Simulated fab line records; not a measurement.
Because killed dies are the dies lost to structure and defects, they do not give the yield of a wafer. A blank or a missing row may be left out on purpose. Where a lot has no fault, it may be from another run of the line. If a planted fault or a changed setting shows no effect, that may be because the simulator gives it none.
Which tool was responsible?	flow n5 finfet	33 wafers from 11 lots sampled at 2 of the route's 1938 steps

== WHAT THE GAUGES SHOWED, per wafer ==
N5_BEOL_M10_CD_MEAS_11 targets a cd of 64.1 nm. Usual: cd nm 64.2 nm, standard deviation 0.69.
lot	measured	on	cd nm (nm)	flag
L666	day 10 14:03	cd sem-01	63.3 64.3 63.8	
L672	day 12 13:02	cd sem-01	64.3 64.1 62.9	
L674	day 13 02:11	cd sem-03	63.7 63.3 64.1	
L677	day 13 11:52	cd sem-02	64.5 65.0 65.1	
L675	day 13 12:02	cd sem-02	64.2 64.5 64.3	
L679	day 13 20:27	cd sem-01	64.8 65.0 64.5	
L680	day 13 22:55	cd sem-01	64.7 64.1 63.9	
L681	day 14 17:07	cd sem-01	64.9 64.8 64.1	
L683	day 15 00:11	cd sem-02	64.4 63.9 63.5	
L687	day 16 10:18	cd sem-02	62.9 62.9 63.4	
L686	day 16 10:28	cd sem-01	62.8 63.2 63.1	

== WHAT TOOL EACH LOT RAN ON (gives the tool, then ch and the chambers of the sampled wafers, and finally the start) ==
lot	N5_BEOL_M9_CURE_72
L666	uv cure-03 ch 1, day 10 09:17
L672	uv cure-03 ch 1, day 12 07:50
L674	uv cure-01 ch 0, day 12 20:32
L677	uv cure-01 ch 1, day 13 05:14
L675	uv cure-03 ch 1, day 13 05:37
L679	uv cure-01 ch 2, day 13 14:16
L680	uv cure-01 ch 0, day 13 18:08
L681	uv cure-03 ch 2, day 14 11:23
L683	uv cure-03 ch 2, day 14 19:49
L687	uv cure-02 ch 2, day 16 04:04
L686	uv cure-01 ch 0, day 16 04:32
- N5_BEOL_M9_CURE_72: cures SiCOH lowk, time 120 s.

== AS READ BY THE TOOLS THEMSELVES (means over the sampled wafers that have a number; for cases with no such wafer, the mark the record gives instead) ==
N5_BEOL_M9_CURE_72. Usual: lamp power pct 52.32 %, standard deviation 0.055; wafer_temp_C_max 371.6, standard deviation 0.49.
lot	tool	lamp power pct (%)	wafer_temp_C_max	flag
L666	uv cure-03	52.34	371.0	
L672	uv cure-03	52.30	371.7	
L674	uv cure-01	52.27	371.6	
L677	uv cure-01	52.30	371.6	
L675	uv cure-03	52.32	371.7	
L679	uv cure-01	52.28	371.8	
L680	uv cure-01	52.34	371.2	
L681	uv cure-03	52.34	371.7	
L683	uv cure-03	52.35	371.4	
L687	uv cure-02	52.32	372.6	
L686	uv cure-01	52.37	371.4	

== THE ANSWER, worked out from the rows above alone ==
Rule: a lot is off if the mean of its wafers that have a number lies more than 3 standard deviations from the usual mean. Also off: a lot with no number at a reading for which 4 or more lots have one. Any other lot the step has rows for is counted as sound. After the gauges, taken in route order, come the tools' own readings; for these a lot's mean is taken, as printed above. At the first step where some lot is off, the reading lying furthest off is the one used; lots without a number count as furthest.
Nothing can be told from this: no lot is off at any reading shown.

== WHAT HAD BEEN PUT IN BY THE SIMULATOR ==
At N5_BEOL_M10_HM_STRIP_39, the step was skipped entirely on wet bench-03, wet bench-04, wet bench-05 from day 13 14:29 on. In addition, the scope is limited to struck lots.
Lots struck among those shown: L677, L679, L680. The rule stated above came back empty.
